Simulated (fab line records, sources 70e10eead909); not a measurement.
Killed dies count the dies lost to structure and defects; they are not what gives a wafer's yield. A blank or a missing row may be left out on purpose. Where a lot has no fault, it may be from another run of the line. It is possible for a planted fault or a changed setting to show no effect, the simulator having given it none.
fab line records | flow nand_harc
record: lots: 12 | wafers: 36 | last_day: 24
route steps=1159 shown A_BONDPAD@1060 END@1159
lots that met no fault: taken from a fault-free run of the same line
start_h: hours from the record's opening day to when the first of the lot's shown wafers began | wait_h: hours since the lot's step before | " unchanged from the row above | L1.1+2: a single row standing in for several wafers | - value missing, or start not given | * or withheld: withheld | < > ~ a bound
route shown NAME@n: a module of which the file shows steps, and the number in the route of the first | usual: average and standard deviation across the fault-free wafers | same: alike in all rows | chamber/n: place in a boat | sites: readings site by site | _std_site: the standard deviation of these | _edge_site: outer sites' mean less inner sites' | radius_mm: for every site, how far away it sits from the centre of the wafer | mask NAME#n: copy n | behind: the most recent tool/chamber to have shaped the wafer | hold: why the lot was held/for how many hours/how that ended | device: whichever transistor did not switch (one of n, p or np) | end of line: tests run on the same wafers once the route is complete | where a step has no rows: the recipe by itself | killed: not the wafer's yield, but the dies lost to structure and defects at the first sort | map: the dies of a wafer, with x for killed, . for not killed, _ for no die there
set.NAME: the run value of the setting; set.NAME@STEP: its run value at that earlier step | model.NAME: the simulator's own value behind a step, which no gauge read
route steps across a sampled set of lots; one table per step, one row per wafer
services: the hour from which a tool's chamber was out of use, counted from the record's first day as start_h (under 0 if before that day), plus the number of hours and why
== steps ==
step: NHARC_A_BONDPAD_CMP_29
recipe: target_thk_nm: 200 | material: SiCN
usual: motor_current_A: 12.7/1.3
lot.wafer | tool   | chamber | start_h | wait_h | motor_current_A
L155.4    | cmp-01 | 0       | 424.65  | -      | 14.3
L155.6    | "      | 2       | "       | "      | 12.2
L155.5    | "      | 3       | "       | "      | 11.2
L156.1    | cmp-04 | 0       | 436.94  | -      | 11.6
L156.6    | "      | 3       | "       | "      | 13.8
L156.5    | "      | 0       | "       | "      | 11.4
L160.1    | cmp-04 | 1       | 447.51  | -      | 13.8
L160.2    | "      | 3       | "       | "      | 13.8
L160.6    | "      | 1       | "       | "      | 14.0
L159.4    | cmp-04 | 0       | 453.25  | -      | 11.5
L159.5    | "      | 3       | "       | "      | 14.0
L159.6    | "      | 0       | "       | "      | 11.3
L163.4    | cmp-01 | 0       | 471.46  | -      | 13.9
L163.5    | "      | 1       | "       | "      | 11.8
L163.6    | "      | 2       | "       | "      | 12.3
L165.2    | cmp-03 | 1       | 474.70  | -      | 15.3
L165.4    | "      | 2       | "       | "      | 12.8
L165.1    | "      | 3       | "       | "      | 9.9
L164.4    | cmp-03 | 0       | 478.50  | -      | 12.5
L164.5    | "      | 1       | "       | "      | 15.2
L164.6    | "      | 2       | "       | "      | 13.0
L166.2    | cmp-04 | 0       | 478.74  | -      | 12.1
L166.4    | "      | 1       | "       | "      | 13.3
L166.6    | "      | 2       | "       | "      | 11.8
L170.4    | cmp-01 | 1       | 482.56  | -      | 12.0
L170.5    | "      | 3       | "       | "      | 10.7
L170.6    | "      | 0       | "       | "      | 14.7
L173.2    | cmp-01 | 3       | 514.97  | -      | 11.4
L173.1    | "      | 0       | "       | "      | 15.0
L173.5    | "      | 2       | "       | "      | 12.3
L177.1    | cmp-03 | 2       | 529.55  | -      | 14.1
L177.2    | "      | 3       | "       | "      | 10.2
L177.6    | "      | 1       | "       | "      | 14.0
L175.2    | cmp-01 | 0       | 536.00  | -      | 13.8
L175.1    | "      | 1       | "       | "      | 11.5
L175.4    | "      | 2       | "       | "      | 12.4
step: NHARC_A_BONDPAD_THK_MEAS_30
recipe: thk_meas_gauge: ellipsometry
usual: thk_nm: 200.2/1.7
lot.wafer | tool          | chamber | start_h | wait_h | thk_nm
L155.4    | film_metro-01 | -       | 424.86  | 0.2    | 199.9
L155.5    | "             | -       | "       | "      | 204.6
L155.6    | "             | -       | "       | "      | 198.8
L156.1    | film_metro-02 | -       | 437.17  | 0.2    | 201.0
L156.5    | "             | -       | "       | "      | 201.5
L156.6    | "             | -       | "       | "      | 203.3
L160.1    | film_metro-02 | -       | 447.76  | 0.2    | 200.9
L160.2    | "             | -       | "       | "      | 204.2
L160.6    | "             | -       | "       | "      | 199.9
L159.4    | film_metro-02 | -       | 453.48  | 0.2    | 200.9
L159.5    | "             | -       | "       | "      | 204.5
L159.6    | "             | -       | "       | "      | 201.8
L163.4    | film_metro-01 | -       | 471.64  | 0.2    | 199.9
L163.5    | "             | -       | "       | "      | 202.3
L163.6    | "             | -       | "       | "      | 200.3
L165.1    | film_metro-01 | -       | 474.95  | 0.2    | 198.4
L165.2    | "             | -       | "       | "      | 198.2
L165.4    | "             | -       | "       | "      | 200.4
L164.4    | film_metro-01 | -       | 478.67  | 0.2    | 196.0
L164.5    | "             | -       | "       | "      | 199.8
L164.6    | "             | -       | "       | "      | 199.8
L166.2    | film_metro-02 | -       | 478.94  | 0.2    | 198.4
L166.4    | "             | -       | "       | "      | 198.7
L166.6    | "             | -       | "       | "      | 201.1
L170.4    | film_metro-01 | -       | 482.77  | 0.2    | 197.9
L170.5    | "             | -       | "       | "      | 201.0
L170.6    | "             | -       | "       | "      | 198.3
L173.1    | film_metro-02 | -       | 515.19  | 0.2    | 199.5
L173.2    | "             | -       | "       | "      | 200.3
L173.5    | "             | -       | "       | "      | 198.4
L177.1    | film_metro-01 | -       | 529.75  | 0.2    | 203.2
L177.2    | "             | -       | "       | "      | 199.4
L177.6    | "             | -       | "       | "      | 201.6
L175.1    | film_metro-01 | -       | 536.23  | 0.2    | 197.7
L175.2    | "             | -       | "       | "      | 199.3
L175.4    | "             | -       | "       | "      | 199.2
step: NHARC_A_BONDPAD_ETCH_12
recipe: target_depth_a: 2200 | time_s: 110 | chf3_flow_sccm: 50 | o2_flow_sccm: 10 | ar_flow_sccm: 200 | rf_w: 500 | bias_w: 200 | chemistry: CHF3/O2
usual: drypump_motor_current_A: 5.7/0.4 | mfc_ar_sccm: 200.1/0.65 | oes_product_au: 0.949/0.021 | rf_fwd_power_W: 497.1/1.9 | rf_vpp_V: 370.5/2.3 | showerhead_plenum_p_Torr: 2.40/0.097 | throttle_valve_pct: 20.573/0.0093
lot.wafer | tool        | chamber | start_h | wait_h | drypump_motor_current_A | mfc_ar_sccm | oes_product_au | rf_fwd_power_W | rf_hours_counter_h | rf_vpp_V | showerhead_plenum_p_Torr | throttle_valve_pct
L155.4    | rie_diel-03 | 0       | 426.35  | -      | 5.7                     | 200.6       | 0.906          | 497.4          | 1                  | 368.5    | 2.27                     | 20.571
L155.5    | "           | 1       | "       | "      | 5.1                     | 200.7       | 0.919          | 495.8          | -                  | 372.7    | 2.46                     | 20.573
L155.6    | "           | 2       | "       | "      | 6.1                     | 200.0       | 0.922          | 498.7          | -                  | 368.1    | 2.32                     | 20.566
L156.1    | rie_diel-07 | 0       | 438.03  | -      | 5.6                     | 200.0       | 0.963          | 500.2          | 5                  | 371.9    | 2.45                     | 20.567
L156.5    | "           | 1       | "       | "      | 5.9                     | 198.7       | 0.964          | 494.3          | -                  | 372.0    | 2.51                     | 20.586
L156.6    | "           | 2       | "       | "      | 6.2                     | 199.1       | 0.981          | 491.1          | -                  | 372.3    | 2.47                     | 20.593
L160.1    | rie_diel-03 | 1       | 448.59  | -      | 5.0                     | 200.3       | 0.976          | 494.2          | 2                  | 372.0    | 2.46                     | 20.564
L160.2    | "           | 0       | "       | "      | 5.7                     | 199.6       | 0.974          | 498.8          | 2                  | 368.3    | 2.27                     | 20.562
L160.6    | "           | 1       | "       | "      | 5.0                     | 199.7       | 0.966          | 498.5          | -                  | 370.5    | 2.46                     | 20.568
L159.4    | rie_diel-03 | 3       | 454.46  | -      | 5.9                     | 200.5       | 0.937          | 496.6          | 3                  | 372.4    | 2.51                     | 20.563
L159.5    | "           | 3       | "       | "      | 5.9                     | 201.2       | 0.947          | 497.6          | -                  | 373.1    | 2.51                     | 20.573
L159.6    | "           | 0       | "       | "      | 5.7                     | 200.9       | 0.952          | 499.0          | -                  | 366.9    | 2.27                     | 20.567
L163.4    | rie_diel-03 | 1       | 472.49  | -      | 5.0                     | 199.9       | 0.969          | 501.1          | 3                  | 372.9    | 2.46                     | 20.589
L163.6    | "           | 3       | "       | "      | 5.9                     | 199.8       | 0.953          | 493.9          | -                  | 373.2    | 2.50                     | 20.561
L163.5    | "           | 0       | "       | "      | 5.7                     | 200.6       | 0.976          | 496.9          | -                  | 368.8    | 2.27                     | 20.569
L165.2    | rie_diel-03 | 0       | 475.78  | -      | 5.7                     | 200.3       | 0.920          | 499.7          | 3                  | 367.2    | 2.27                     | 20.566
L165.4    | "           | 2       | "       | "      | 6.1                     | 199.1       | 0.923          | 496.0          | 3                  | 367.6    | 2.32                     | 20.590
L165.1    | "           | 3       | "       | "      | 5.9                     | 200.5       | 0.917          | 494.9          | 4                  | 372.4    | 2.51                     | 20.574
L164.4    | rie_diel-03 | 3       | 479.58  | -      | 5.9                     | 200.2       | 0.934          | 495.8          | 4                  | 371.7    | 2.50                     | 20.560
L164.6    | "           | 3       | "       | "      | 5.9                     | 200.6       | 0.938          | 495.0          | -                  | 375.2    | 2.50                     | 20.585
L164.5    | "           | 0       | "       | "      | 5.7                     | 200.0       | 0.953          | 498.4          | -                  | 367.3    | 2.27                     | 20.570
L166.2    | rie_diel-03 | 0       | 480.00  | -      | 5.7                     | 199.7       | 0.950          | 498.5          | 4                  | 366.9    | 2.27                     | 20.570
L166.4    | "           | 2       | "       | "      | 6.1                     | 199.8       | 0.948          | 499.5          | 4                  | 368.9    | 2.32                     | 20.577
L166.6    | "           | 0       | "       | "      | 5.7                     | 199.5       | 0.949          | 499.3          | -                  | 367.0    | 2.27                     | 20.577
L170.4    | rie_diel-03 | 0       | 483.75  | -      | 5.7                     | 200.0       | 0.983          | 498.4          | 4                  | 368.0    | 2.27                     | 20.578
L170.5    | "           | 3       | "       | "      | 5.9                     | 199.1       | 0.952          | 495.8          | -                  | 372.2    | 2.50                     | 20.568
L170.6    | "           | 0       | "       | "      | 5.7                     | 200.3       | 0.975          | 499.3          | -                  | 367.9    | 2.27                     | 20.570
L173.2    | rie_diel-03 | 3       | 516.17  | -      | 5.9                     | 200.0       | 1.045          | 556.1          | 5                  | 374.1    | 2.50                     | 20.566
L173.1    | "           | 1       | "       | "      | 5.1                     | 200.2       | 1.029          | 554.5          | 5                  | 372.1    | 2.46                     | 20.558
L173.5    | "           | 3       | "       | "      | 5.9                     | 199.6       | 1.046          | 558.1          | -                  | 372.8    | 2.50                     | 20.558
L177.1    | rie_diel-03 | 2       | 530.60  | -      | 6.2                     | 199.4       | 1.007          | 557.6          | 6                  | 368.6    | 2.32                     | 20.564
L177.2    | "           | 3       | "       | "      | 5.9                     | 200.3       | 1.019          | 553.8          | 6                  | 372.4    | 2.50                     | 20.570
L177.6    | "           | 1       | "       | "      | 5.0                     | 200.2       | 0.999          | 559.4          | -                  | 372.1    | 2.46                     | 20.560
L175.2    | rie_diel-07 | 0       | 537.19  | -      | 5.6                     | 200.0       | 0.923          | 497.3          | 22                 | 372.0    | 2.45                     | 20.589
L175.1    | "           | 1       | "       | "      | 5.9                     | 199.3       | 0.926          | 496.5          | 24                 | 371.9    | 2.50                     | 20.567
L175.4    | "           | 2       | "       | "      | 6.2                     | 200.9       | 0.919          | 493.8          | 24                 | 371.9    | 2.46                     | 20.567
step: NHARC_A_BONDPAD_DEGAS_25
recipe: temp_c: 300 | time_s: 60
usual: heater_power_w: 462/52
lot.wafer | tool           | chamber | start_h | wait_h | heater_power_w
L155.4    | pvd_sputter-03 | -       | 427.22  | -      | 421
L155.5    | "              | -       | "       | "      | 419
L155.6    | "              | -       | "       | "      | 423
L156.1    | pvd_sputter-02 | -       | 438.77  | -      | 440
L156.6    | "              | -       | "       | "      | 547
L156.5    | "              | -       | "       | "      | 431
L160.2    | pvd_sputter-02 | -       | 449.35  | -      | 558
L160.1    | "              | -       | "       | "      | 495
L160.6    | "              | -       | "       | "      | 465
L159.4    | pvd_sputter-01 | -       | 455.28  | -      | 411
L159.5    | "              | -       | "       | "      | 464
L159.6    | "              | -       | "       | "      | 376
L163.4    | pvd_sputter-01 | -       | 473.24  | -      | 457
L163.6    | "              | -       | "       | "      | 422
L163.5    | "              | -       | "       | "      | 462
L165.1    | pvd_sputter-02 | -       | 476.54  | -      | 468
L165.4    | "              | -       | "       | "      | 561
L165.2    | "              | -       | "       | "      | 502
L164.4    | pvd_sputter-02 | -       | 480.35  | -      | 464
L164.6    | "              | -       | "       | "      | 456
L164.5    | "              | -       | "       | "      | 535
L166.2    | pvd_sputter-01 | -       | 480.79  | -      | 435
L166.4    | "              | -       | "       | "      | 411
L166.6    | "              | -       | "       | "      | 467
L170.4    | pvd_sputter-01 | -       | 484.51  | -      | 430
L170.5    | "              | -       | "       | "      | 462
L170.6    | "              | -       | "       | "      | 382
L173.1    | pvd_sputter-02 | -       | 517.05  | -      | 556
L173.2    | "              | -       | "       | "      | 427
L173.5    | "              | -       | "       | "      | 564
L177.2    | pvd_sputter-02 | -       | 531.35  | -      | 468
L177.1    | "              | -       | "       | "      | 558
L177.6    | "              | -       | "       | "      | 468
L175.4    | pvd_sputter-01 | -       | 538.00  | -      | 389
L175.1    | "              | -       | "       | "      | 470
L175.2    | "              | -       | "       | "      | 441
step: NHARC_END_SORT_01
recipe: temp_c: 25
usual: defect_limited_yield: 95.4/1.5 | killed_at_array: 28/10 | killed_at_other: 0.5/0.82 | killed_at_periphery: 3.4/2.2 | killed_dies: 31/10 | killed_open: 3.4/1.9 | killed_short: 1.9/1.3 | sort_bin_2_pct: 1.5/0.6 | sort_bin_3_pct: 0.29/0.24 | sort_bin_4_pct: 2.9/0.97 | sort_n_pass: 646/10 | sort_rim_yield_pct: 94.7/3 | sort_yield_pct: 95.4/1.5
same: gross_dies: 677 | sort_bin_5_pct[%]: 0 | sort_bin_6_pct[%]: 0 | sort_bin_7_pct[%]: 0 | sort_bin_8_pct[%]: 0 | sort_rim_n_gross: 106.00
lot.wafer | tool      | chamber | start_h | wait_h | defect_limited_yield[%] | killed_at_array | killed_at_other | killed_at_periphery | killed_dies | killed_open | killed_short | sort_bin_2_pct[%] | sort_bin_3_pct[%] | sort_bin_4_pct[%] | sort_n_pass | sort_rim_yield_pct[%] | sort_yield_pct[%]
L160.1    | prober-01 | 0       | 480.55  | 2.5    | 96.0                    | 23              | 0               | 4                   | 27          | 3           | 2            | 1.6               | 0.30              | 2.1               | 650         | 93.4                  | 96.0
L160.2    | prober-01 | 0       | 481.33  | 2.8    | 95.3                    | 27              | 0               | 5                   | 32          | 5           | 1            | 1.5               | 0.30              | 3.0               | 645         | 93.4                  | 95.3
L160.6    | prober-01 | 0       | 484.43  | 3.9    | 94.8                    | 30              | 0               | 5                   | 35          | 4           | 2            | 1.6               | 0.30              | 3.2               | 642         | 98.1                  | 94.8
L165.1    | prober-02 | 0       | 507.63  | 2.5    | 96.0                    | 20              | 0               | 7                   | 27          | 0           | 2            | 1.0               | 0.15              | 2.8               | 650         | 99.1                  | 96.0
L165.2    | prober-02 | 0       | 508.42  | 2.8    | 96.0                    | 24              | 0               | 3                   | 27          | 5           | 0            | 1.5               | 0.30              | 2.2               | 650         | 95.3                  | 96.0
L165.4    | prober-02 | 0       | 510.00  | 3.4    | 94.8                    | 27              | 0               | 8                   | 35          | 6           | 1            | 1.5               | 0.30              | 3.4               | 642         | 92.5                  | 94.8
L170.4    | prober-01 | 0       | 525.59  | 3.4    | 96.8                    | 18              | 0               | 4                   | 22          | 6           | 1            | 1.2               | 0.30              | 1.8               | 655         | 99.1                  | 96.8
L170.5    | prober-01 | 0       | 526.38  | 3.7    | 97.5                    | 16              | 0               | 1                   | 17          | 3           | 3            | 1.2               | 0                 | 1.3               | 660         | 97.2                  | 97.5
L170.6    | prober-01 | 0       | 527.17  | 4.0    | 97.0                    | 16              | 0               | 4                   | 20          | 7           | 1            | 0.7               | 0.15              | 2.1               | 657         | 97.2                  | 97.0
L173.1    | prober-01 | 0       | 545.57  | 2.5    | 92.3                    | 48              | 0               | 4                   | 52          | 3           | 2            | 2.5               | 0.74              | 4.4               | 625         | 89.6                  | 92.3
L173.2    | prober-01 | 0       | 546.38  | 2.8    | 93.2                    | 44              | 0               | 2                   | 46          | 2           | 1            | 2.4               | 0.30              | 4.1               | 631         | 94.3                  | 93.2
L173.5    | prober-01 | 0       | 548.79  | 3.7    | 92.8                    | 48              | 0               | 1                   | 49          | 1           | 4            | 1.9               | 0.44              | 4.9               | 628         | 90.6                  | 92.8
killed by level:class
L160.1 A_CONTACT:chamber_film_flake=7 A_SLIT:chamber_film_flake=6 P_M1:chamber_film_flake=2 A_CHANNEL_HOLE_D1:chamber_film_flake=2 A_STAIRCASE:chamber_film_flake=2 A_M1:chamber_film_flake=2 P_CONTACT:geometric_particle:open=1 A_CHANNEL_FILL_D1:geometric_particle:open=1
L160.2 A_SLIT:chamber_film_flake=11 A_CONTACT:chamber_film_flake=7 P_M1:chamber_film_flake=4 A_CONTACT:geometric_particle:open=3 P_CONTACT:geometric_particle:open=1 A_BLC:geometric_particle:open=1 A_BLC:geometric_particle:short=1 A_ZERO_WELL:chamber_film_flake=1
L160.6 A_SLIT:chamber_film_flake=16 A_CONTACT:chamber_film_flake=5 A_CHANNEL_HOLE_D1:chamber_film_flake=3 P_M0:geometric_particle:open=2 P_M1:chamber_film_flake=2 A_CHANNEL_HOLE_D1:geometric_particle:open=1 A_SGD_CUT:geometric_particle:short=1 A_WL_FILL:geometric_particle:short=1
L165.1 A_CHANNEL_HOLE_D1:chamber_film_flake=15 P_STI:chamber_film_flake=3 A_CONTACT:chamber_film_flake=3 P_ZERO_WELL:chamber_film_flake=2 P_M0:geometric_particle:short=1 A_WL_FILL:geometric_particle:short=1 P_M0:chamber_film_flake=1 A_SLIT:chamber_film_flake=1
L165.2 A_CHANNEL_HOLE_D1:chamber_film_flake=14 A_WL_FILL:geometric_particle:open=2 A_M0:geometric_particle:open=2 P_M0:chamber_film_flake=2 A_STAIRCASE:chamber_film_flake=2 A_CONTACT:chamber_film_flake=2 A_SOURCE_PLATE:geometric_particle:open=1 P_STI:chamber_film_flake=1
L165.4 A_CHANNEL_HOLE_D1:chamber_film_flake=14 P_STI:chamber_film_flake=4 A_STAIRCASE:chamber_film_flake=3 A_SLIT:chamber_film_flake=3 A_CONTACT:geometric_particle:open=2 P_GATE:geometric_particle:open=1 P_M0:geometric_particle:open=1 A_CHANNEL_FILL_D1:geometric_particle:short=1
L170.4 A_CHANNEL_HOLE_D1:chamber_film_flake=9 A_CONTACT:geometric_particle:open=2 A_STAIRCASE:chamber_film_flake=2 P_GATE:geometric_particle:short=1 P_M0:geometric_particle:open=1 A_ONON_D1:geometric_particle:open=1 A_WL_FILL:geometric_particle:open=1 A_M0:geometric_particle:open=1
L170.5 A_CHANNEL_HOLE_D1:chamber_film_flake=3 A_CONTACT:chamber_film_flake=3 A_WL_FILL:geometric_particle:short=2 A_SLIT:chamber_film_flake=2 P_GATE:geometric_particle:open=1 A_SOURCE_PLATE:geometric_particle:open=1 A_CHANNEL_FILL_D1:geometric_particle:short=1 A_BLC:geometric_particle:open=1
L170.6 A_CHANNEL_HOLE_D1:chamber_film_flake=5 P_CONTACT:geometric_particle:open=2 A_M0:geometric_particle:open=2 P_GATE:chamber_film_flake=2 A_CONTACT:chamber_film_flake=2 A_ONON_D1:geometric_particle:short=1 A_ONON_D1:geometric_particle:open=1 A_WL_FILL:geometric_particle:open=1
L173.1 A_CHANNEL_HOLE_D1:chamber_film_flake=24 A_SLIT:chamber_film_flake=12 A_STAIRCASE:chamber_film_flake=5 A_CONTACT:chamber_film_flake=3 P_M0:geometric_particle:open=1 P_M2:geometric_particle:open=1 A_WL_FILL:geometric_particle:short=1 A_M1:geometric_particle:short=1
L173.2 A_SLIT:chamber_film_flake=18 A_CHANNEL_HOLE_D1:chamber_film_flake=16 A_STAIRCASE:chamber_film_flake=4 A_CONTACT:chamber_film_flake=2 A_ONON_D1:geometric_particle:open=1 A_ONON_D1:geometric_particle:short=1 A_CONTACT:geometric_particle:open=1 P_ZERO_WELL:chamber_film_flake=1
L173.5 A_CHANNEL_HOLE_D1:chamber_film_flake=24 A_SLIT:chamber_film_flake=11 A_STAIRCASE:chamber_film_flake=5 A_CONTACT:geometric_particle:short=2 A_ONON_D1:geometric_particle:short=1 A_M0:geometric_particle:short=1 A_M0:geometric_particle:open=1 P_STI:chamber_film_flake=1
== services ==
tool           | chamber | start_h | hours | kind
cmp-04         | -       | 401.67  | 4.0   | pm
rie_diel-03    | 0       | 401.82  | -     | clean
rie_diel-03    | 1       | 401.82  | -     | clean
rie_diel-03    | 2       | 401.82  | -     | clean
rie_diel-03    | 3       | 401.82  | -     | clean
rie_diel-07    | -       | 405.20  | 9.0   | pm
cmp-03         | -       | 411.27  | 0.8   | repair
cmp-04         | -       | 423.99  | 1.9   | repair
cmp-03         | -       | 425.55  | 1.3   | repair
rie_diel-07    | 0       | 439.06  | 1.8   | repair
cmp-03         | -       | 450.43  | 4.0   | pm
cmp-01         | -       | 451.49  | 0.6   | repair
cmp-03         | -       | 455.43  | 0.4   | repair
pvd_sputter-03 | -       | 458.02  | 10.0  | pm
pvd_sputter-01 | -       | 461.95  | 0.5   | repair
pvd_sputter-02 | -       | 467.32  | 1.1   | repair
cmp-01         | -       | 477.44  | 4.0   | pm
cmp-04         | -       | 483.79  | 5.0   | repair
rie_diel-07    | 2       | 495.11  | 1.8   | repair
cmp-03         | -       | 497.67  | 0.5   | repair
pvd_sputter-01 | -       | 498.21  | 26.7  | repair
cmp-04         | -       | 499.67  | 4.0   | pm
cmp-01         | -       | 515.31  | 1.9   | repair
cmp-04         | -       | 523.62  | 0.4   | repair
== key ==
first_sign: step: NHARC_A_BONDPAD_ETCH_12 | reading: rf_fwd_power_W | direction: up | sigmas: 31 | usual: * | struck: *
effect: step: NHARC_A_BONDPAD_ETCH_12 | reading: oes_product_au | direction: up | sigmas: 3.6 | usual: 0.949 | struck: 1.024
met_at NHARC_A_BONDPAD_ETCH_12
struck_lots L173,L177
not_acting_at NHARC_A_BONDPAD_CMP_29,NHARC_A_BONDPAD_THK_MEAS_30,NHARC_A_BONDPAD_DEGAS_25
onset_between 483.75 516.17
fault: kind: process_parameter_drift | tool: rie_diel-03 | chamber: - | onset_h: 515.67 | steps: NHARC_A_BONDPAD_ETCH_12 | channel: rf_w | offset: * | shape: step | end_h: 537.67 | acts_in: * | stated: *
